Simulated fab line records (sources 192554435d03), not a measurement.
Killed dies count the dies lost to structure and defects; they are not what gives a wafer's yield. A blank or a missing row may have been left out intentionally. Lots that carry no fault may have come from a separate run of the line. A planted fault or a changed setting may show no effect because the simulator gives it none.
Matching of chambers || flow n5_finfet || 4 sister chambers for N5_FIN_SAQP_ETCH_69 on rie_diel-02
The step etches SOC in N2/H2, stops on SiNx, target depth 150 nm. 22 wafers are shown with their chamber, then 11 later ones without.

WAFERS WITH THEIR CHAMBER
{"wafer": "L079.1", "chamber": 1, "drypump_motor_current_A (A)": 5.8, "showerhead_plenum_p_Torr (Torr)": 2.71, "oes_product_au (a.u.)": 0.88}
{"wafer": "L079.3", "chamber": 0, "drypump_motor_current_A (A)": 5.9, "showerhead_plenum_p_Torr (Torr)": 2.52, "oes_product_au (a.u.)": 0.68}
{"wafer": "L079.5", "chamber": 3, "drypump_motor_current_A (A)": 5.4, "showerhead_plenum_p_Torr (Torr)": 2.62, "oes_product_au (a.u.)": 0.70}
{"wafer": "L082.2", "chamber": 1, "drypump_motor_current_A (A)": 5.7, "showerhead_plenum_p_Torr (Torr)": 2.70, "oes_product_au (a.u.)": 0.87}
{"wafer": "L082.3", "chamber": 2, "drypump_motor_current_A (A)": 6.8, "showerhead_plenum_p_Torr (Torr)": 2.63, "oes_product_au (a.u.)": 0.70}
{"wafer": "L082.6", "chamber": 2, "drypump_motor_current_A (A)": 6.7, "showerhead_plenum_p_Torr (Torr)": 2.63, "oes_product_au (a.u.)": 0.70}
{"wafer": "L083.1", "chamber": 3, "drypump_motor_current_A (A)": 5.4, "showerhead_plenum_p_Torr (Torr)": 2.62, "oes_product_au (a.u.)": 0.70}
{"wafer": "L083.3", "chamber": 2, "drypump_motor_current_A (A)": 6.7, "showerhead_plenum_p_Torr (Torr)": 2.62, "oes_product_au (a.u.)": 0.69}
{"wafer": "L083.6", "chamber": 3, "drypump_motor_current_A (A)": 5.4, "showerhead_plenum_p_Torr (Torr)": 2.62, "oes_product_au (a.u.)": 0.70}
{"wafer": "L084.4", "chamber": 0, "drypump_motor_current_A (A)": 5.9, "showerhead_plenum_p_Torr (Torr)": 2.51, "oes_product_au (a.u.)": 0.68}
{"wafer": "L084.5", "chamber": 3, "drypump_motor_current_A (A)": 5.4, "showerhead_plenum_p_Torr (Torr)": 2.62, "oes_product_au (a.u.)": 0.70}
{"wafer": "L084.6", "chamber": 2, "drypump_motor_current_A (A)": 6.7, "showerhead_plenum_p_Torr (Torr)": 2.62, "oes_product_au (a.u.)": 0.70}
{"wafer": "L085.4", "chamber": 2, "drypump_motor_current_A (A)": 6.8, "showerhead_plenum_p_Torr (Torr)": 2.62, "oes_product_au (a.u.)": 0.69}
{"wafer": "L085.5", "chamber": 2, "drypump_motor_current_A (A)": 6.7, "showerhead_plenum_p_Torr (Torr)": 2.62, "oes_product_au (a.u.)": 0.70}
{"wafer": "L085.6", "chamber": 3, "drypump_motor_current_A (A)": 5.4, "showerhead_plenum_p_Torr (Torr)": 2.62, "oes_product_au (a.u.)": 0.69}
{"wafer": "L088.2", "chamber": 3, "drypump_motor_current_A (A)": 5.4, "showerhead_plenum_p_Torr (Torr)": 2.62, "oes_product_au (a.u.)": 0.69}
{"wafer": "L088.3", "chamber": 1, "drypump_motor_current_A (A)": 5.8, "showerhead_plenum_p_Torr (Torr)": 2.70, "oes_product_au (a.u.)": 0.86}
{"wafer": "L088.6", "chamber": 1, "drypump_motor_current_A (A)": 5.8, "showerhead_plenum_p_Torr (Torr)": 2.70, "oes_product_au (a.u.)": 0.86}
{"wafer": "L091.2", "chamber": 3, "drypump_motor_current_A (A)": 5.4, "showerhead_plenum_p_Torr (Torr)": 2.61, "oes_product_au (a.u.)": 0.69}
{"wafer": "L091.3", "chamber": 0, "drypump_motor_current_A (A)": 5.9, "showerhead_plenum_p_Torr (Torr)": 2.51, "oes_product_au (a.u.)": 0.66}
{"wafer": "L091.6", "chamber": 3, "drypump_motor_current_A (A)": 5.4, "showerhead_plenum_p_Torr (Torr)": 2.62, "oes_product_au (a.u.)": 0.69}
{"wafer": "L092.3", "chamber": 2, "drypump_motor_current_A (A)": 6.8, "showerhead_plenum_p_Torr (Torr)": 2.62, "oes_product_au (a.u.)": 0.69}

SIGNATURES, as means of the wafers listed above
{"reading": "drypump_motor_current_A", "chamber 0": 5.900, "chamber 1": 5.775, "chamber 2": 6.743, "chamber 3": 5.400, "scatter within a chamber": 0.037}
{"reading": "showerhead_plenum_p_Torr", "chamber 0": 2.5133, "chamber 1": 2.7025, "chamber 2": 2.6229, "chamber 3": 2.6187, "scatter within a chamber": 0.00455}
{"reading": "oes_product_au", "chamber 0": 0.6733, "chamber 1": 0.8675, "chamber 2": 0.6957, "chamber 3": 0.6950, "scatter within a chamber": 0.00712}
Rule: distance of a wafer from a chamber = root of the sum over the readings of ((wafer's reading minus chamber's mean) / reading's scatter) squared. The wafer belongs to the nearest chamber; if the next one is less than 2 further off, it can't be placed. How the scatter is found: for the shown wafers, subtract from each reading the mean of its chamber, square and add these, divide the total by (wafers less chambers), then take the root.

WAFERS WHOSE CHAMBER IS MISSING
{"wafer": "L092.5", "drypump_motor_current_A (A)": 5.8, "showerhead_plenum_p_Torr (Torr)": 2.69, "oes_product_au (a.u.)": 0.85}
{"wafer": "L092.6", "drypump_motor_current_A (A)": 5.9, "showerhead_plenum_p_Torr (Torr)": 2.51, "oes_product_au (a.u.)": 0.67}
{"wafer": "L094.1", "drypump_motor_current_A (A)": 5.8, "showerhead_plenum_p_Torr (Torr)": 2.69, "oes_product_au (a.u.)": 0.84}
{"wafer": "L094.2", "drypump_motor_current_A (A)": 5.9, "showerhead_plenum_p_Torr (Torr)": 2.51, "oes_product_au (a.u.)": 0.66}
{"wafer": "L094.4", "drypump_motor_current_A (A)": 6.7, "showerhead_plenum_p_Torr (Torr)": 2.62, "oes_product_au (a.u.)": 0.69}
{"wafer": "L095.2", "drypump_motor_current_A (A)": 6.7, "showerhead_plenum_p_Torr (Torr)": 2.62, "oes_product_au (a.u.)": 0.68}
{"wafer": "L095.4", "drypump_motor_current_A (A)": 5.4, "showerhead_plenum_p_Torr (Torr)": 2.61, "oes_product_au (a.u.)": 0.68}
{"wafer": "L095.6", "drypump_motor_current_A (A)": 5.9, "showerhead_plenum_p_Torr (Torr)": 2.50, "oes_product_au (a.u.)": 0.66}
{"wafer": "L096.2", "drypump_motor_current_A (A)": 5.9, "showerhead_plenum_p_Torr (Torr)": 2.50, "oes_product_au (a.u.)": 0.66}
{"wafer": "L096.3", "drypump_motor_current_A (A)": 5.8, "showerhead_plenum_p_Torr (Torr)": 2.69, "oes_product_au (a.u.)": 0.83}
{"wafer": "L096.5", "drypump_motor_current_A (A)": 5.9, "showerhead_plenum_p_Torr (Torr)": 2.50, "oes_product_au (a.u.)": 0.66}

EACH ONE'S CHAMBER
{"wafer": "L092.5", "from the rows above": 1, "in truth": 1}
{"wafer": "L092.6", "from the rows above": 0, "in truth": 0}
{"wafer": "L094.1", "from the rows above": 1, "in truth": 1}
{"wafer": "L094.2", "from the rows above": 0, "in truth": 0}
{"wafer": "L094.4", "from the rows above": 2, "in truth": 2}
{"wafer": "L095.2", "from the rows above": 2, "in truth": 2}
{"wafer": "L095.4", "from the rows above": 3, "in truth": 3}
{"wafer": "L095.6", "from the rows above": 0, "in truth": 0}
{"wafer": "L096.2", "from the rows above": 0, "in truth": 0}
{"wafer": "L096.3", "from the rows above": 1, "in truth": 1}
{"wafer": "L096.5", "from the rows above": 0, "in truth": 0}
Correctly placed: 11 of 11. Not placeable from these rows: 0. 0 placed wrongly.
